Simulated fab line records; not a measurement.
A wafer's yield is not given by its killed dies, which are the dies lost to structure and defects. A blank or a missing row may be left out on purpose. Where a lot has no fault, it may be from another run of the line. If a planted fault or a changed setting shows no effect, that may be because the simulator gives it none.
fab line records	flow nandHarc	part 1 of 2: steps 1 to 30 of 37
record lots=5	wafers=15	lastDay=32
route steps=1302 shown P_GATE@202 P_CONTACT@217
lots untouched by any fault: they come from a run of this same line in which no faults occurred
startH: start of the lot's first displayed wafer, in hours after the record's first day	waitH: time in hours since the lot's previous step	" unchanged from the row above	L1.1+2: a single row standing in for several wafers	- value missing, or start not given	* or withheld: withheld	< > ~ a bound
route shown NAME@n: NAME is a module with steps in the file, n the number in the route of the first one	usual: mean and standard deviation over wafers with no fault	same: alike in all rows	chamber/n: place in a boat	sites: readings site by site	_std_site: standard deviation across them	_edge_site: inner sites' mean taken away from outer sites' mean	radiusMm: how far each site lies from the wafer's centre	mask NAME#n: copy n	behind: the most recent tool/chamber to have shaped the wafer	hold: the reason the lot was held/the length of the hold in hours/how it ended	device: which transistor (n, p or np) failed to switch	end of line: the tests these same wafers got at the end of their route	where a step has no rows: the recipe by itself	killed: count of dies lost to structure and defects at first sort (not the wafer's yield)	map: dies across one wafer; x = killed, . = not, _ = none there
set.NAME: the setting the step ran with; set.NAME@STEP: the setting that earlier step ran with	model.NAME: the simulator's own value behind a step, which no gauge read
lots at some steps of the route; a table a step, a row a wafer
services: from which hour (startH, from the record's first day; less than 0 if before it) a tool's chamber was out of use, for how many hours, and why
## steps
# step NHARC_P_GATE_DESCUM_93
# recipe timeS=3	o2FlowSccm=200	arFlowSccm=0	biasPowerW=0	chemistry=O2
# usual drypumpMotorCurrentA=5.76/0.28	o2FlowSccm=200.0/0.59	oesProductAu=0.997/0.011	rfVppV=57.8/0.84	showerheadPlenumPTorr=1.90/0.099	throttleValvePct=11.311/0.0088
lot.wafer	tool	chamber	startH	waitH	drypumpMotorCurrentA	o2FlowSccm	oesProductAu	rfHoursCounterH	rfVppV	showerheadPlenumPTorr	throttleValvePct
L077.4	rieDiel-01	3	142.91	-	5.82	198.6	0.996	5.7	60.1	2.03	11.325
L077.1	"	1	"	"	5.39	199.9	1.001	5.9	56.5	1.83	11.297
L077.6	"	0	"	"	6.04	200.1	0.989	-	57.2	1.81	11.303
L080.2	rieDiel-07	2	176.05	-	5.63	199.9	1.001	2.8	56.3	1.78	11.316
L080.3	"	0	"	"	5.89	199.2	0.997	1.4	57.7	2.03	11.302
L080.5	"	3	"	"	5.29	199.6	0.987	-	58.4	1.84	11.320
L090.2	rieDiel-07	0	271.31	-	5.90	200.2	0.995	5.8	57.6	2.03	11.306
L090.1	"	1	"	"	5.51	199.6	1.004	7.8	59.4	1.91	11.313
L090.4	"	3	"	"	5.30	200.1	0.994	9.1	57.1	1.84	11.314
L089.3	rieDiel-07	3	271.92	-	5.31	200.0	0.980	9.1	57.3	1.84	11.326
L089.1	"	0	"	"	5.92	199.2	1.006	5.8	57.2	2.03	11.309
L089.6	"	3	"	"	5.27	200.8	0.978	-	58.0	1.84	11.302
L094.1	rieDiel-02	1	313.71	-	5.68	200.2	0.996	3.9	57.8	2.01	11.315
L094.6	"	1	"	"	5.68	199.8	0.999	-	58.9	2.01	11.301
L094.5	"	2	"	"	5.85	200.3	0.993	-	57.4	1.86	11.318
# step NHARC_P_GATE_IMPLANT_94
# recipe energyKev=60	doseCm2=2e+15	tiltDeg=7
# usual beamOnS=18.2/0.51
lot.wafer	tool	chamber	startH	waitH	beamOnS
L077.1	implanter-02	0	143.06	0.1	17.3
L077.4	"	0	"	"	17.6
L077.6	"	0	"	"	17.7
L080.2	implanter-02	0	176.23	0.2	18.0
L080.3	"	0	"	"	17.6
L080.5	"	0	"	"	17.6
L090.1	implanter-02	0	271.45	0.1	17.3
L090.2	"	0	"	"	18.3
L090.4	"	0	"	"	18.7
L089.1	implanter-01	0	272.07	0.1	18.9
L089.3	"	0	"	"	18.5
L089.6	"	0	"	"	18.8
L094.1	implanter-01	0	313.86	0.1	18.1
L094.5	"	0	"	"	18.5
L094.6	"	0	"	"	18.6
# step NHARC_P_GATE_STRIP_113
# recipe powerW=1500	tempC=110	timeS=740	chemistry=N2/H2
# usual drypumpMotorCurrentA=6.0/0.62	heaterPowerW=82/5.9	rfReflPowerW=15/3.9
lot.wafer	tool	chamber	startH	waitH	drypumpMotorCurrentA	heaterPowerW	rfHoursCounterH	rfReflPowerW
L077.1	plasmaAsher-01	1	143.28	0.2	4.9	85	31	14
L077.4	"	0	"	"	6.3	84	-	23
L077.6	"	0	"	"	6.3	85	-	22
L080.2	plasmaAsher-01	0	176.54	0.3	6.3	86	1	22
L080.3	"	0	"	"	6.3	83	-	22
L080.5	"	1	"	"	4.9	87	-	13
L090.1	plasmaAsher-01	1	271.68	0.2	4.9	89	21	14
L090.2	"	0	"	"	6.3	83	21	21
L090.4	"	1	"	"	4.9	85	-	14
L089.1	plasmaAsher-02	1	272.59	0.5	6.6	73	4	14
L089.3	"	0	"	"	6.1	90	-	12
L089.6	"	1	"	"	6.6	72	-	13
L094.1	plasmaAsher-01	1	314.08	0.2	4.9	88	30	13
L094.5	"	1	"	"	4.9	85	-	14
L094.6	"	0	"	"	6.3	87	-	22
# step NHARC_P_GATE_STRIP_95
# recipe powerW=1500	tempC=250	chemistry=O2
# usual drypumpMotorCurrentA=6.0/0.61	heaterPowerW=306/22	rfReflPowerW=15/3.8
lot.wafer	tool	chamber	startH	waitH	drypumpMotorCurrentA	heaterPowerW	rfHoursCounterH	rfReflPowerW
L077.1	plasmaAsher-01	1	144.00	0.6	4.9	319	32	13
L077.4	"	0	"	"	6.3	325	-	21
L077.6	"	0	"	"	6.3	318	-	22
L080.2	plasmaAsher-01	0	177.15	0.5	6.3	307	2	22
L080.3	"	0	"	"	6.3	305	-	22
L080.5	"	1	"	"	4.9	323	-	14
L090.1	plasmaAsher-01	1	272.40	0.6	4.9	322	22	13
L090.2	"	0	"	"	6.3	312	22	22
L090.4	"	1	"	"	5.0	321	-	13
L089.1	plasmaAsher-02	1	273.19	0.5	6.6	266	5	13
L089.3	"	0	"	"	6.1	319	-	12
L089.6	"	1	"	"	6.6	265	-	12
L094.1	plasmaAsher-01	1	314.80	0.6	4.9	323	30	13
L094.5	"	1	"	"	4.9	326	-	14
L094.6	"	0	"	"	6.3	313	-	22
# step NHARC_P_GATE_STRIP_96
# recipe timeS=900	tempC=130	chemistry=SPM
# usual bathHeatDutyPct=14.8/1.5
lot.wafer	tool	chamber	startH	waitH	bathHeatDutyPct
L077.4	wetBench-09	4	144.22	0.2	13.3
L077.6	"	5	"	"	16.2
L077.1	"	0	"	"	16.3
L080.5	wetBench-01	6	177.35	0.2	14.5
L080.3	"	0	"	"	12.7
L080.2	"	2	"	"	16.8
L090.4	wetBench-09	6	272.61	0.2	13.9
L090.1	"	0	"	"	16.9
L090.2	"	3	"	"	17.0
L089.6	wetBench-05	5	273.40	0.2	17.9
L089.1	"	6	"	"	11.8
L089.3	"	1	"	"	15.1
L094.1	wetBench-09	6	315.02	0.2	14.0
L094.5	"	0	"	"	15.1
L094.6	"	1	"	"	15.8
# step NHARC_P_GATE_RTA_64
# recipe tempC=1050	timeS=1
# usual lampPowerPct=32.2/1.9	wafer_temp_C_max=1053.4/0.83
lot.wafer	tool	chamber	startH	waitH	lampPowerPct	wafer_temp_C_max
L077.1	rtpAnneal-01	0	144.56	-	30.4	1053.2
L077.4	"	0	"	"	30.4	1053.8
L077.6	"	0	"	"	30.4	1054.3
L080.2	rtpAnneal-02	0	177.73	-	34.3	1053.3
L080.3	"	0	"	"	34.3	1054.1
L080.5	"	0	"	"	34.3	1053.8
L090.1	rtpAnneal-02	0	272.96	-	34.2	1055.5
L090.2	"	0	"	"	34.3	1054.1
L090.4	"	0	"	"	34.3	1053.5
L089.1	rtpAnneal-01	0	273.75	-	30.3	1053.4
L089.3	"	0	"	"	30.4	1053.5
L089.6	"	0	"	"	30.4	1052.6
L094.1	rtpAnneal-02	0	315.36	-	34.3	1053.7
L094.5	"	0	"	"	34.3	1053.9
L094.6	"	0	"	"	34.3	1055.0
# step NHARC_P_GATE_ETCH_77
# recipe targetDepthA=60	chemistry=dHF	material=SiO2
lot.wafer	tool	chamber	startH	waitH
L077.1+4+6	wetBench-05	3,4,7	144.77	0.2
L080.3+2+5	wetBench-05	4,5,6	177.90	0.1
L090.2+4+1	wetBench-05	7,0,3	273.17	0.2
L089.6+1+3	wetBench-05	5,6,7	273.96	0.0
L094.1+5+6	wetBench-05	0,1,2	315.56	0.2
# step NHARC_P_GATE_DEGAS_109
# recipe tempC=300	timeS=60
# usual heaterPowerW=456/28	susceptorTempC=300.01/0.18
lot.wafer	tool	chamber	startH	waitH	heaterPowerW	susceptorTempC
L077.1	pvdSputter-01	-	144.86	0.1	422	299.76
L077.4	"	-	"	"	477	300.07
L077.6	"	-	"	"	441	299.93
L080.3	pvdSputter-01	-	178.01	0.1	445	299.66
L080.2	"	-	"	"	469	299.84
L080.5	"	-	"	"	432	300.08
L090.4	pvdSputter-02	-	273.27	0.1	487	300.13
L090.1	"	-	"	"	466	300.09
L090.2	"	-	"	"	519	299.85
L089.3	pvdSputter-01	-	274.06	0.1	427	300.28
L089.1	"	-	"	"	478	299.88
L089.6	"	-	"	"	442	300.02
L094.1	pvdSputter-03	-	315.67	0.1	422	299.76
L094.6	"	-	"	"	430	299.92
L094.5	"	-	"	"	427	300.03
# step NHARC_P_GATE_PRE_CLEAN_110
# recipe timeS=30	biasV=200	gas=Ar
# usual biasV=200.5/1.8
lot.wafer	tool	chamber	startH	waitH	biasV
L077.1	pvdSputter-01	-	-	-	200.5
L077.4	"	-	"	"	199.8
L077.6	"	-	"	"	204.3
L080.2	pvdSputter-01	-	-	-	199.1
L080.3	"	-	"	"	203.1
L080.5	"	-	"	"	199.4
L090.4	pvdSputter-02	-	-	-	200.5
L090.2	"	-	"	"	202.2
L090.1	"	-	"	"	198.2
L089.1	pvdSputter-01	-	-	-	201.0
L089.3	"	-	"	"	206.2
L089.6	"	-	"	"	199.1
L094.1	pvdSputter-03	-	-	-	199.4
L094.5	"	-	"	"	202.9
L094.6	"	-	"	"	198.0
# step NHARC_P_GATE_SPUTTER_78
# recipe targetThkA=100	material=Ni
lot.wafer	tool	chamber	startH	waitH
L077.1+4+6	pvdSputter-01	-	-	-
L080.2+3+5	pvdSputter-01	-	-	-
L090.2+4+1	pvdSputter-02	-	-	-
L089.3+1+6	pvdSputter-01	-	-	-
L094.1+6+5	pvdSputter-03	-	-	-
# step NHARC_P_GATE_SPUTTER_79
# recipe targetThkA=100	material=TiN
lot.wafer	tool	chamber	startH	waitH
L077.1+4+6	pvdSputter-01	-	-	-
L080.2+3+5	pvdSputter-01	-	-	-
L090.4+2+1	pvdSputter-02	-	-	-
L089.1+3+6	pvdSputter-01	-	-	-
L094.1+5+6	pvdSputter-03	-	-	-
# step NHARC_P_GATE_RTA_80
# recipe tempC=300	timeS=30
# usual lampPowerPct=2.00/0.094	wafer_temp_C_max=301.00/0.25
lot.wafer	tool	chamber	startH	waitH	lampPowerPct	wafer_temp_C_max
L077.1	rtpAnneal-02	0	145.16	-	2.04	300.74
L077.4	"	0	"	"	2.05	300.45
L077.6	"	0	"	"	2.05	300.89
L080.2	rtpAnneal-02	0	178.33	-	2.04	301.31
L080.3	"	0	"	"	2.05	301.32
L080.5	"	0	"	"	2.04	301.28
L090.1	rtpAnneal-02	0	273.56	-	2.04	300.81
L090.2	"	0	"	"	2.04	301.04
L090.4	"	0	"	"	2.04	300.98
L089.1	rtpAnneal-01	0	274.35	-	1.81	300.89
L089.3	"	0	"	"	1.81	300.81
L089.6	"	0	"	"	1.81	301.04
L094.1	rtpAnneal-02	0	316.09	-	2.05	300.77
L094.5	"	0	"	"	2.05	301.32
L094.6	"	0	"	"	2.05	301.12
# step NHARC_P_GATE_STRIP_67
# recipe timeS=600	tempC=130	chemistry=SPM
# usual bathHeatDutyPct=15.1/1.7
lot.wafer	tool	chamber	startH	waitH	bathHeatDutyPct
L077.1	wetBench-01	6	145.36	0.2	14.9
L077.6	"	7	"	"	14.1
L077.4	"	2	"	"	16.3
L080.3	wetBench-05	7	178.50	0.1	16.1
L080.5	"	0	"	"	16.1
L080.2	"	3	"	"	15.3
L090.4	wetBench-01	0	273.77	0.1	12.8
L090.2	"	3	"	"	13.9
L090.1	"	5	"	"	13.7
L089.1	wetBench-05	6	274.56	0.2	12.6
L089.6	"	0	"	"	17.1
L089.3	"	1	"	"	15.5
L094.1	wetBench-09	4	316.30	0.2	13.3
L094.5	"	5	"	"	15.8
L094.6	"	6	"	"	14.9
# step NHARC_P_GATE_RTA_82
# recipe tempC=450	timeS=30
# usual lampPowerPct=3.77/0.23	wafer_temp_C_max=451.4/0.36
lot.wafer	tool	chamber	startH	waitH	lampPowerPct	wafer_temp_C_max
L077.1	rtpAnneal-01	0	145.61	-	3.56	451.9
L077.4	"	0	"	"	3.56	451.2
L077.6	"	0	"	"	3.56	451.4
L080.2	rtpAnneal-02	0	178.79	-	4.01	452.0
L080.3	"	0	"	"	4.01	451.6
L080.5	"	0	"	"	4.02	452.0
L090.1	rtpAnneal-02	0	274.03	-	4.01	451.6
L090.2	"	0	"	"	4.02	451.3
L090.4	"	0	"	"	4.02	450.9
L089.1	rtpAnneal-02	0	274.81	-	4.02	451.4
L089.3	"	0	"	"	4.02	451.3
L089.6	"	0	"	"	4.01	451.7
L094.1	rtpAnneal-01	0	316.64	-	3.56	451.5
L094.5	"	0	"	"	3.56	451.6
L094.6	"	0	"	"	3.56	451.5
# step NHARC_P_GATE_INSPECT_68
# usual rawDefectCount=181/60
lot.wafer	tool	chamber	startH	waitH	rawDefectCount
L077.1	defectInspect-01	-	145.81	0.2	257
L077.4	"	-	"	"	209
L077.6	"	-	"	"	260
L080.2	defectInspect-02	-	178.96	0.1	244
L080.3	"	-	"	"	141
L080.5	"	-	"	"	287
L090.1	defectInspect-01	-	274.22	0.2	133
L090.2	"	-	"	"	178
L090.4	"	-	"	"	188
L089.1	defectInspect-02	-	275.00	0.2	139
L089.3	"	-	"	"	164
L089.6	"	-	"	"	186
L094.1	defectInspect-01	-	316.84	0.2	232
L094.5	"	-	"	"	218
L094.6	"	-	"	"	193
# step NHARC_P_CONTACT_DEP_30
# recipe targetThkA=300	tempC=400	targetThkNm=30	flowSccm=200	rfW=450	material=SiNx
# usual heaterPowerW=741/95	susceptorTempC=400.00/0.23
lot.wafer	tool	chamber	startH	waitH	heaterPowerW	susceptorTempC
L077.1	pecvd-02	1	145.96	0.1	804	400.38
L077.6	"	2	"	"	910	400.29
L077.4	"	0	"	"	636	399.92
L080.3	pecvd-02	0	179.03	0.1	575	399.95
L080.2	"	1	"	"	728	399.75
L080.5	"	1	"	"	730	400.02
L090.2	pecvd-03	0	274.29	0.1	797	400.17
L090.1	"	1	"	"	768	399.86
L090.4	"	1	"	"	776	399.95
L089.1	pecvd-02	2	275.11	0.1	770	400.07
L089.3	"	0	"	"	639	400.49
L089.6	"	0	"	"	621	400.27
L094.1	pecvd-03	1	317.03	0.2	813	399.80
L094.5	"	0	"	"	748	400.04
L094.6	"	1	"	"	813	399.95
# step NHARC_P_CONTACT_DEP_00
# recipe targetThkA=5000	tempC=400	pressureTorr=6.5	rfW=900	teosFlowSccm=161.4	flowSccm=2650	targetThkNm=500	gas=O2	material=SiO2
# usual flowSccm=2652/7.8	heaterPowerW=586/93	susceptorTempC=400.00/0.22	throttleValvePct=15.9/0.7
lot.wafer	tool	chamber	startH	waitH	flowSccm	heaterPowerW	susceptorTempC	throttleValvePct
L077.1	pecvd-02	1	-	-	2664	688	400.02	16.8
L077.6	"	2	"	"	2637	730	399.95	15.0
L077.4	"	0	"	"	2650	512	400.20	16.1
L080.3	pecvd-02	0	-	-	2660	457	399.66	16.1
L080.2	"	1	"	"	2643	618	399.72	17.0
L080.5	"	1	"	"	2637	660	399.76	17.0
L090.2	pecvd-03	0	-	-	2656	680	400.21	16.3
L090.1	"	1	"	"	2657	624	400.10	16.8
L090.4	"	1	"	"	2659	628	399.89	16.8
L089.1	pecvd-02	2	-	-	2658	587	399.60	15.0
L089.3	"	0	"	"	2662	526	399.80	16.5
L089.6	"	0	"	"	2648	521	400.06	16.2
L094.1	pecvd-03	1	-	-	2659	616	399.88	17.0
L094.5	"	0	"	"	2652	740	400.01	16.2
L094.6	"	1	"	"	2659	636	399.71	16.9
# step NHARC_P_CONTACT_CMP_01
# recipe targetThkNm=200	material=SiO2
# usual motorCurrentA=11.9/1.1	slurryFlowMlMin=150.0/0.44
lot.wafer	tool	chamber	startH	waitH	motorCurrentA	slurryFlowMlMin
L077.1	cmp-02	0	146.59	-	9.6	150.4
L077.4	"	1	"	"	10.2	150.6
L077.6	"	1	"	"	10.4	150.4
L080.3	cmp-02	3	179.74	-	10.9	150.2
L080.2	"	2	"	"	12.9	149.1
L080.5	"	3	"	"	11.3	149.7
L090.1	cmp-03	1	275.00	-	12.1	149.6
L090.4	"	3	"	"	13.3	149.8
L090.2	"	0	"	"	12.6	150.3
L089.3	cmp-04	2	275.78	-	11.7	149.8
L089.1	"	3	"	"	10.6	150.6
L089.6	"	2	"	"	12.6	150.0
L094.1	cmp-03	2	317.73	-	11.3	149.5
L094.5	"	1	"	"	12.0	150.2
L094.6	"	2	"	"	10.9	149.9
# step NHARC_P_CONTACT_SRD_03
lot.wafer	tool	chamber	startH	waitH
L077.1+6+4	wetBench-03	1,2,3	146.90	0.1
L080.5+3+2	wetBench-02	3,4,7	180.05	0.0
L090.1+4+2	wetBench-07	6,7,3	275.30	0.0
L089.1+3+6	wetBench-02	5,6,7	276.08	0.0
L094.5+1+6	wetBench-02	0,3,4	318.00	0.0
# step NHARC_P_CONTACT_DEHYDRATE_04
# recipe tempC=150	timeS=120
lot.wafer	tool	chamber	startH	waitH
L077.1+4+6	lithoTrack-04	0	146.97	0.1
L080.2+3+5	lithoTrack-01	0	180.12	0.1
L090.1+2+4	lithoTrack-04	0	275.38	0.1
L089.1+3+6	lithoTrack-04	0	276.16	0.1
L094.1+5+6	lithoTrack-04	0	318.08	0.1
# step NHARC_P_CONTACT_HMDS_05
# recipe timeS=30
lot.wafer	tool	chamber	startH	waitH
L077.1+4+6	lithoTrack-04	0	-	-
L080.2+3+5	lithoTrack-01	0	-	-
L090.1+2+4	lithoTrack-04	0	-	-
L089.1+3+6	lithoTrack-04	0	-	-
L094.1+5+6	lithoTrack-04	0	-	-
# step NHARC_P_CONTACT_COAT_33
# recipe tempC=260	timeS=75
lot.wafer	tool	chamber	startH	waitH
L077.1+4+6	lithoTrack-04	0	-	-
L080.2+3+5	lithoTrack-01	0	-	-
L090.1+2+4	lithoTrack-04	0	-	-
L089.1+3+6	lithoTrack-04	0	-	-
L094.1+5+6	lithoTrack-04	0	-	-
# step NHARC_P_CONTACT_COAT_34
# recipe tempC=225	timeS=65
lot.wafer	tool	chamber	startH	waitH
L077.1+4+6	lithoTrack-04	0	-	-
L080.2+3+5	lithoTrack-01	0	-	-
L090.1+2+4	lithoTrack-04	0	-	-
L089.1+3+6	lithoTrack-04	0	-	-
L094.1+5+6	lithoTrack-04	0	-	-
# step NHARC_P_CONTACT_COAT_06
# recipe spinRpm=1500	resistThkNm=90
lot.wafer	tool	chamber	startH	waitH
L077.1+4+6	lithoTrack-04	0	-	-
L080.2+3+5	lithoTrack-01	0	-	-
L090.1+2+4	lithoTrack-04	0	-	-
L089.1+3+6	lithoTrack-04	0	-	-
L094.1+5+6	lithoTrack-04	0	-	-
# step NHARC_P_CONTACT_SOFTBAKE_07
# recipe tempC=105	timeS=55
lot.wafer	tool	chamber	startH	waitH
L077.1+4+6	lithoTrack-04	0	-	-
L080.2+3+5	lithoTrack-01	0	-	-
L090.1+2+4	lithoTrack-04	0	-	-
L089.1+3+6	lithoTrack-04	0	-	-
L094.1+5+6	lithoTrack-04	0	-	-
# step NHARC_P_CONTACT_EBR_08
lot.wafer	tool	chamber	startH	waitH
L077.1+4+6	lithoTrack-04	0	-	-
L080.2+3+5	lithoTrack-01	0	-	-
L090.1+2+4	lithoTrack-04	0	-	-
L089.1+3+6	lithoTrack-04	0	-	-
L094.1+5+6	lithoTrack-04	0	-	-
# step NHARC_P_CONTACT_EXPOSE_09
# recipe na=1.35	targetCdNm=90	doseMj=81.26	maskId=P_CA
lot.wafer	tool	chamber	startH	waitH	mask
L077.1+4+6	arfiScanner-03	0	147.28	-	P_CA#0
L080.2+3+5	arfiScanner-01	0	180.31	-	P_CA#0
L090.1+2+4	arfiScanner-03	0	275.69	-	P_CA#0
L089.1+3+6	arfiScanner-01	0	276.47	-	P_CA#0
L094.1+5+6	arfiScanner-01	0	318.39	-	P_CA#0
# step NHARC_P_CONTACT_PEB_10
# recipe pebTempC=100	pebTimeS=65
lot.wafer	tool	chamber	startH	waitH
L077.1+4+6	lithoTrack-06	0	147.34	0.1
L080.2+3+5	lithoTrack-04	0	180.37	0.1
L090.1+2+4	lithoTrack-06	0	275.75	0.1
L089.1+3+6	lithoTrack-01	0	276.53	0.1
L094.1+5+6	lithoTrack-06	0	318.45	0.1
# step NHARC_P_CONTACT_DEVELOP_11
# recipe developTimeS=35	devTempC=23
lot.wafer	tool	chamber	startH	waitH
L077.1+4+6	lithoTrack-06	0	-	-
L080.2+3+5	lithoTrack-04	0	-	-
L090.1+2+4	lithoTrack-06	0	-	-
L089.1+3+6	lithoTrack-01	0	-	-
L094.1+5+6	lithoTrack-06	0	-	-
# step NHARC_P_CONTACT_CD_MEAS_12
# recipe targetCdNm=90	landingEnergyEv=500
# usual cdNm=90.3/0.64
lot.wafer	tool	chamber	startH	waitH	cdNm
L077.1	cdSem-01	0	147.42	-	89.5
L077.4	"	0	"	"	91.3
L077.6	"	0	"	"	90.7
L080.2	cdSem-03	0	180.45	-	90.8
L080.3	"	0	"	"	91.5
L080.5	"	0	"	"	92.0
L090.1	cdSem-02	0	275.83	-	89.7
L090.2	"	0	"	"	90.6
L090.4	"	0	"	"	90.1
L089.1	cdSem-03	0	276.61	-	90.6
L089.3	"	0	"	"	90.6
L089.6	"	0	"	"	88.8
L094.1	cdSem-01	0	318.53	-	91.3
L094.5	"	0	"	"	90.7
L094.6	"	0	"	"	90.2
